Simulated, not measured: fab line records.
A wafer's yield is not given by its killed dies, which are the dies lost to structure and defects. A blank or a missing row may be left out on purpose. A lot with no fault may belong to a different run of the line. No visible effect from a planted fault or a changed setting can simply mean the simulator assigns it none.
Chamber matching ; flow nand harc ; NHARC_A_STAIRCASE_DEP_471 on pecvd-03 has 3 sister chambers
The step deposits SiO2, target thk 100 nm. 3 wafers are shown with their chamber, then 7 later ones without.

WAFERS, EACH WITH ITS CHAMBER
wafer;chamber;throttle valve pct (%)
L093.1;0;15.1
L094.1;1;15.5
L094.3;2;15.3

WAFERS MISSING THEIR CHAMBER
wafer;throttle valve pct (%)
L094.6;15.7
L086.1;15.1
L086.3;15.6
L086.5;14.7
L096.1;15.5
L096.4;15.0
L096.5;15.4

EACH ONE'S CHAMBER
wafer;from the rows above;in truth
L094.6;can't be placed: 1 or 2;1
L086.1;can't be placed: 0 or 2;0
L086.3;can't be placed: 1 or 2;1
L086.5;can't be placed: 0 or 2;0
L096.1;can't be placed: 1 or 2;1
L096.4;can't be placed: 0 or 2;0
L096.5;can't be placed: 1 or 2 or 0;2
Correctly placed: 0 of 7. Unplaceable from these rows: 7, with the true chamber sitting among the candidates in 7. 0 placed wrongly.
How it was worked out, from the rows above alone: a wafer's distance from a chamber is the root of the sum, over the readings, of the square of ((its reading less the chamber's mean) divided by the reading's scatter). If the next closest chamber is less than 2 further off than the closest, the wafer can't be placed; otherwise it belongs to the closest. For every chamber, the mean is computed from those of its wafers that are shown. The scatter (one wafer shown for each chamber): square how far every hidden wafer sits from the nearest shown wafer, average those squares and take the square root.
